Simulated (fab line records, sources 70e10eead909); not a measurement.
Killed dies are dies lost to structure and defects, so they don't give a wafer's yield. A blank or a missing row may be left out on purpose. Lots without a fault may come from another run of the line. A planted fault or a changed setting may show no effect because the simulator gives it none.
Which tool did it? | flow nand_harc | 12 lots, 36 wafers sampled, at 2 steps of a route of 1302

WHAT THE GAUGES READ, wafer by wafer
NHARC_A_CHANNEL_FILL_D1_INSPECT_13.
lot  | measured     | on                | raw_defect_count
L075 | day 11 11:46 | defect_inspect-01 | 427 568 672
L077 | day 12 00:22 | defect_inspect-02 | 474 370 362
L079 | day 13 11:16 | defect_inspect-02 | 533 176 297
L081 | day 13 21:37 | defect_inspect-01 | 247 313 203
L083 | day 14 18:59 | defect_inspect-01 | 188 398 476
L085 | day 15 09:28 | defect_inspect-01 | 219 215 403
L087 | day 15 21:34 | defect_inspect-02 | 373 447 316
L089 | day 17 05:00 | defect_inspect-02 | 204 257 231
L091 | day 18 04:12 | defect_inspect-02 | 334 276 261
L093 | day 18 20:01 | defect_inspect-01 | 279 191 351
L095 | day 19 16:19 | defect_inspect-01 | 218 261 154
L097 | day 20 18:37 | defect_inspect-01 | 335 315 334

WHICH TOOL RAN EACH LOT (tool, then ch and the chambers of the sampled wafers, then the start)
lot  | NHARC_A_CHANNEL_FILL_D1_ALD_15
L075 | ald_sin_batch-03 ch 0, day 11 11:46 or earlier
L077 | ald_sin_batch-02 ch 0, day 12 00:22 or earlier
L079 | ald_sin_batch-02 ch 0, day 13 11:16 or earlier
L081 | ald_sin_batch-01 ch 0, day 13 21:37 or earlier
L083 | ald_sin_batch-02 ch 0, day 14 18:59 or earlier
L085 | ald_sin_batch-02 ch 0, day 15 09:28 or earlier
L087 | ald_sin_batch-02 ch 0, day 15 21:34 or earlier
L089 | ald_sin_batch-01 ch 0, day 17 05:00 or earlier
L091 | ald_sin_batch-02 ch 0, day 18 04:12 or earlier
L093 | ald_sin_batch-03 ch 0, day 18 20:01 or earlier
L095 | ald_sin_batch-02 ch 0, day 19 16:19 or earlier
L097 | ald_sin_batch-01 ch 0, day 20 18:37 or earlier
- NHARC_A_CHANNEL_FILL_D1_ALD_15: deposits SiNx, target thk 2 nm, pulse time 60 s, ald cycles 19.

THE ANSWER, worked out from the rows above alone
Rule: what is usual is taken from the lots themselves. Put in order of their means at a reading, lots are off if they are a third of the lots or fewer, leave a main group of 4 or more, and stand apart from it by a gap of 3 or more times the standard deviation of the main group's means; of several such gaps the widest counts. A main group whose means are all the same, to the digits that the tables above print for the reading, isn't used. A lot without any number at a reading at which 4 lots or more have one is off too. The other lots that the step has rows for count as sound.
No lot is off at any reading shown: from this, nothing can be told.

WHAT THE SIMULATOR HAD PUT IN
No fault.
